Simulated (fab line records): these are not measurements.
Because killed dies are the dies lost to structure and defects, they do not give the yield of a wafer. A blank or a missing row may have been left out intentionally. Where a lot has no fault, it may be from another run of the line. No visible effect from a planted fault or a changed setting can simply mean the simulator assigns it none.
3 desks looking at one fault / flow n5_finfet / numbers are kept per desk, each desk with only its own; the story behind them comes last

TOOL OWNER'S DESK, rie_metal-03
The tool's own readings at N5_BEOL_M8_HM_OPEN_17 (chemistry Cl2/BCl3, target TiN, target depth 20 nm, overetch 6 nm): means of the sampled wafers that have a number, for each lot that ran on this tool. Marked OUT: a lot whose mean sits more than 4 standard deviations from the usual mean, which makes it out of limits; the brackets give that distance.
Columns: A = drypump_motor_current_A at N5_BEOL_M8_HM_OPEN_17, usual 5.5 A; B = he_backside_leak_sccm at N5_BEOL_M8_HM_OPEN_17, usual 3.46 sccm; C = oes_product_au at N5_BEOL_M8_HM_OPEN_17, usual 0.63 a.u.; D = throttle_valve_pct at N5_BEOL_M8_HM_OPEN_17, usual 22.05 %
lot=L632; first seen here=day 11 15:28; A=6.1; B=3.43; C=0.58; D=22.42
lot=L635; first seen here=day 12 11:55; A=6.2; B=3.71; C=0.58; D=22.42
This desk found nothing out of limits on any of the 2 lots.

THE METROLOGY DESK
Lot by lot, what the gauges showed, no matter which tool ran the lot: averages of those sampled wafers that carry a number. Marked OUT: a lot whose mean sits more than 4 standard deviations from the usual mean, which makes it out of limits; the brackets give that distance.
Columns: A = cd_nm at N5_BEOL_M8_CD_MEAS_11, usual 38.7 nm; B = M8_OVL at N5_BEOL_M8_OVL_MEAS_12, usual -0.4 nm
lot=L633; first seen here=day 11 04:07; A=39.3; B=0.0
lot=L632; first seen here=day 11 15:02; A=38.4; B=-0.6
lot=L635; first seen here=day 12 11:31; A=39.0; B=-0.6
lot=L648; first seen here=day 15 10:25; A=38.7; B=-0.5
lot=L647; first seen here=day 15 11:17; A=38.7; B=-1.4
This desk found nothing out of limits on any of the 5 lots.

THE DEFECT DESK
Lot by lot, what the route's inspections counted, given as the mean of those sampled wafers with a number. Marked OUT: a lot whose mean sits more than 4 standard deviations from the usual mean, which makes it out of limits; the brackets give that distance.
Columns: A = raw_defect_count at N5_BEOL_M8_INSPECT_13, usual 416
lot=L633; first seen here=day 11 04:10; A=418
lot=L632; first seen here=day 11 15:05; A=405
lot=L635; first seen here=day 12 11:34; A=389
lot=L648; first seen here=day 15 10:28; A=367
lot=L647; first seen here=day 15 11:20; A=373
This desk found nothing out of limits on any of the 5 lots.

PUT TOGETHER
Nothing out of limits was seen by the tool owner's desk.
Nothing out of limits was seen by the metrology desk.
Nothing the defect desk looked at was out of limits.

WHAT THE SIMULATOR HAD PUT IN
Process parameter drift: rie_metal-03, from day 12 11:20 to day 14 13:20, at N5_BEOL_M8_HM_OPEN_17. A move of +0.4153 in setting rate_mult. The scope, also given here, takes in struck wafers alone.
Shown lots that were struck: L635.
